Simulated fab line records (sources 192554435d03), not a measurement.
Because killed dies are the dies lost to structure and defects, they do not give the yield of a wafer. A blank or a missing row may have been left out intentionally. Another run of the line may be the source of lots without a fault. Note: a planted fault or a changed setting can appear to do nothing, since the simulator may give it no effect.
Matching of chambers :: flow n5_finfet :: 4 sister chambers for N5_GATE_CUT_CMP_02 on cmp-01
The step polishes, stops on SiO2, t overpolish 12.7 s, target thk 0 nm. 16 wafers are shown with their chamber, then 8 later ones without.

WAFERS WITH THEIR CHAMBER
wafer: L079.1
chamber: 0
motor_current_A (A): 9.3
time_to_endpoint_s (s): 25.4
overpolish_run_s (s): 12.687

wafer: L079.2
chamber: 2
motor_current_A (A): 10.9
time_to_endpoint_s (s): 31.6
overpolish_run_s (s): 12.707

wafer: L079.5
chamber: 1
motor_current_A (A): 9.3
time_to_endpoint_s (s): 26.4
overpolish_run_s (s): 12.697

wafer: L082.1
chamber: 2
motor_current_A (A): 10.8
time_to_endpoint_s (s): 31.5
overpolish_run_s (s): 12.707

wafer: L082.2
chamber: 3
motor_current_A (A): 9.5
time_to_endpoint_s (s): 29.7
overpolish_run_s (s): 12.700

wafer: L082.3
chamber: 0
motor_current_A (A): 9.7
time_to_endpoint_s (s): 28.2
overpolish_run_s (s): 12.692

wafer: L083.4
chamber: 2
motor_current_A (A): 11.5
time_to_endpoint_s (s): 32.9
overpolish_run_s (s): 12.709

wafer: L083.5
chamber: 3
motor_current_A (A): 9.5
time_to_endpoint_s (s): 29.1
overpolish_run_s (s): 12.699

wafer: L083.6
chamber: 2
motor_current_A (A): 11.1
time_to_endpoint_s (s): 32.4
overpolish_run_s (s): 12.693

wafer: L085.4
chamber: 1
motor_current_A (A): 9.5
time_to_endpoint_s (s): 25.2
overpolish_run_s (s): 12.712

wafer: L085.5
chamber: 3
motor_current_A (A): 8.8
time_to_endpoint_s (s): 27.8
overpolish_run_s (s): 12.697

wafer: L085.6
chamber: 0
motor_current_A (A): 9.2
time_to_endpoint_s (s): 26.8
overpolish_run_s (s): 12.701

wafer: L086.2
chamber: 1
motor_current_A (A): 9.4
time_to_endpoint_s (s): 24.9
overpolish_run_s (s): 12.692

wafer: L086.4
chamber: 2
motor_current_A (A): 11.2
time_to_endpoint_s (s): 28.2
overpolish_run_s (s): 12.700

wafer: L086.5
chamber: 3
motor_current_A (A): 9.1
time_to_endpoint_s (s): 24.6
overpolish_run_s (s): 12.715

wafer: L091.2
chamber: 2
motor_current_A (A): 11.0
time_to_endpoint_s (s): 31.0
overpolish_run_s (s): 12.696

SIGNATURES (averages over the wafers above)
reading: motor_current_A
chamber 0: 9.400
chamber 1: 9.400
chamber 2: 11.083
chamber 3: 9.225
scatter within a chamber: 0.261

reading: time_to_endpoint_s
chamber 0: 26.800
chamber 1: 25.500
chamber 2: 31.267
chamber 3: 27.800
scatter within a chamber: 1.69

reading: overpolish_run_s
chamber 0: 12.69333
chamber 1: 12.70033
chamber 2: 12.70200
chamber 3: 12.70275
scatter within a chamber: 0.00786
Rule: for each reading, subtract the chamber's mean from the wafer's reading, divide by that reading's scatter and square the result; add these up over the readings and take the root, which gives the wafer's distance from the chamber. If the next closest chamber is less than 2 further off than the closest, the wafer can't be placed; otherwise it belongs to the closest. How the scatter is found: for the shown wafers, subtract from each reading the mean of its chamber, square and add these, divide the total by (wafers less chambers), then take the root.

WAFERS WHOSE CHAMBER IS MISSING
wafer: L091.4
motor_current_A (A): 8.4
time_to_endpoint_s (s): 28.5
overpolish_run_s (s): 12.695

wafer: L091.5
motor_current_A (A): 8.4
time_to_endpoint_s (s): 26.7
overpolish_run_s (s): 12.713

wafer: L095.1
motor_current_A (A): 10.9
time_to_endpoint_s (s): 29.7
overpolish_run_s (s): 12.701

wafer: L095.3
motor_current_A (A): 9.5
time_to_endpoint_s (s): 24.9
overpolish_run_s (s): 12.705

wafer: L095.5
motor_current_A (A): 9.3
time_to_endpoint_s (s): 23.9
overpolish_run_s (s): 12.696

wafer: L096.1
motor_current_A (A): 11.3
time_to_endpoint_s (s): 29.5
overpolish_run_s (s): 12.695

wafer: L096.2
motor_current_A (A): 9.4
time_to_endpoint_s (s): 25.4
overpolish_run_s (s): 12.695

wafer: L096.5
motor_current_A (A): 8.7
time_to_endpoint_s (s): 26.7
overpolish_run_s (s): 12.696

EACH ONE'S CHAMBER
wafer: L091.4
from the rows above: can't be placed: 3 or 0 or 1
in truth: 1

wafer: L091.5
from the rows above: can't be placed: 3 or 1 or 0
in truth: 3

wafer: L095.1
from the rows above: 2
in truth: 2

wafer: L095.3
from the rows above: can't be placed: 1 or 0 or 3
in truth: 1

wafer: L095.5
from the rows above: can't be placed: 1 or 0 or 3
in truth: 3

wafer: L096.1
from the rows above: 2
in truth: 2

wafer: L096.2
from the rows above: can't be placed: 1 or 0 or 3
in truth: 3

wafer: L096.5
from the rows above: can't be placed: 3 or 0 or 1
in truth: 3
Placed correctly: 2 of 8. Cannot be placed on the basis of these rows: 6; the candidates contain the true chamber in 6. 0 placed wrongly.
